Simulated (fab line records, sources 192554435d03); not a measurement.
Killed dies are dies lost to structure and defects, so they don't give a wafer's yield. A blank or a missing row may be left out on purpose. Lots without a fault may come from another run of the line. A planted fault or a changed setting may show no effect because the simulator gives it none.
Which tool did it? | flow n5_finfet | 11 lots, 33 wafers sampled, at 2 steps of a route of 1938

WHAT THE GAUGES READ, wafer by wafer
N5_BEOL_M15_INSPECT_30: inspects for defects (macro).
lot  | measured     | on                | raw_defect_count
L642 | day 13 10:13 | defect_inspect-01 | 5 4 1
L640 | day 13 12:13 | defect_inspect-01 | 1 2 0
L643 | day 13 18:38 | defect_inspect-01 | 2 4 2
L644 | day 14 03:59 | defect_inspect-02 | 5 4 3
L645 | day 14 14:21 | defect_inspect-02 | 1 4 2
L646 | day 14 14:43 | defect_inspect-01 | 4 2 3
L651 | day 15 03:44 | defect_inspect-02 | 1 1 0
L655 | day 16 12:01 | defect_inspect-02 | >300 1 1
L652 | day 16 12:53 | defect_inspect-02 | 4 1 2
L658 | day 17 21:40 | defect_inspect-01 | 1 3 1
L661 | day 18 02:07 | defect_inspect-02 | 4 3 2

WHICH TOOL RAN EACH LOT (tool, then ch and the chambers of the sampled wafers, then the start)
lot  | N5_BEOL_M15_STRIP_65
L642 | wet_bench-06 ch 2,5,7, day 13 09:06
L640 | wet_bench-06 ch 2,4,5, day 13 11:14
L643 | wet_bench-05 ch 1,3,5, day 13 17:31
L644 | wet_bench-06 ch 2,4,5, day 14 02:43
L645 | wet_bench-05 ch 2,5,6, day 14 13:11
L646 | wet_bench-04 ch 0,6,7, day 14 13:25
L651 | wet_bench-04 ch 2,3,4, day 15 02:41
L655 | wet_bench-05 ch 3,4,5, day 16 10:50
L652 | wet_bench-06 ch 0,1,7, day 16 11:45
L658 | wet_bench-04 ch 2,6,7, day 17 20:33
L661 | wet_bench-04 ch 0,1,7, day 18 01:07
- N5_BEOL_M15_STRIP_65: strips in post etch residue remover, time 60 s.

THE ANSWER, worked out from the rows above alone
Rule: what is usual is taken from the lots themselves. Put in order of their means at a reading, lots are off if they are a third of the lots or fewer, leave a main group of 4 or more, and stand apart from it by a gap of 3 or more times the standard deviation of the main group's means; of several such gaps the widest counts. A main group whose means are all the same, to the digits that the tables above print for the reading, isn't used. A lot without any number at a reading at which 4 lots or more have one is off too. The other lots that the step has rows for count as sound.
No lot is off at any reading shown: from this, nothing can be told.

WHAT THE SIMULATOR HAD PUT IN
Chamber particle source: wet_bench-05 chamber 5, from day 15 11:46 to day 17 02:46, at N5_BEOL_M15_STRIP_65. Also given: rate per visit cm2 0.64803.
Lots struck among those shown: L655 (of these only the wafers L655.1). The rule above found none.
